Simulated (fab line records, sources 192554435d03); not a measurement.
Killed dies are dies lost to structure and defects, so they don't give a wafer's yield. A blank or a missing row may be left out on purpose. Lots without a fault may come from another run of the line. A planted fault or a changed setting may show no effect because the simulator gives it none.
Chamber matching | flow n5_finfet | N5_BEOL_M5_ETCH_67 on rie_diel-02: 4 sister chambers
The step etches SiARC in CF4, target depth 15.6 nm, time 26 s. 4 wafers are shown with their chamber, then 7 later ones without.

WAFERS WITH THEIR CHAMBER
wafer  | chamber | drypump_motor_current_A (A)
L085.3 | 3       | 5.9
L085.6 | 0       | 4.8
L088.2 | 1       | 5.5
L088.4 | 2       | 6.1

WAFERS WITHOUT THEIR CHAMBER
wafer  | drypump_motor_current_A (A)
L088.5 | 5.9
L093.1 | 6.0
L093.3 | 5.6
L093.5 | 4.8
L096.1 | 4.8
L096.2 | 5.9
L096.3 | 6.0

WHICH CHAMBER EACH WENT THROUGH
wafer  | from the rows above     | in truth
L088.5 | 3                       | 3
L093.1 | can't be placed: 2 or 3 | 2
L093.3 | 1                       | 1
L093.5 | 0                       | 0
L096.1 | 0                       | 0
L096.2 | 3                       | 3
L096.3 | can't be placed: 2 or 3 | 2
Placed correctly: 5 of 7. Can't be placed from these rows: 2 (the true chamber is among the candidates in 2). Placed wrongly: 0.
How it was worked out, from the rows above alone: a wafer's distance from a chamber is the root of the sum, over the readings, of the square of ((its reading less the chamber's mean) divided by the reading's scatter). The wafer belongs to the nearest chamber; if the next one is less than 2 further off, it can't be placed. A chamber's mean is the mean of its shown wafers. The scatter: with one shown wafer a chamber, the root of the mean of the squares of how far each hidden wafer lies from its nearest shown one.
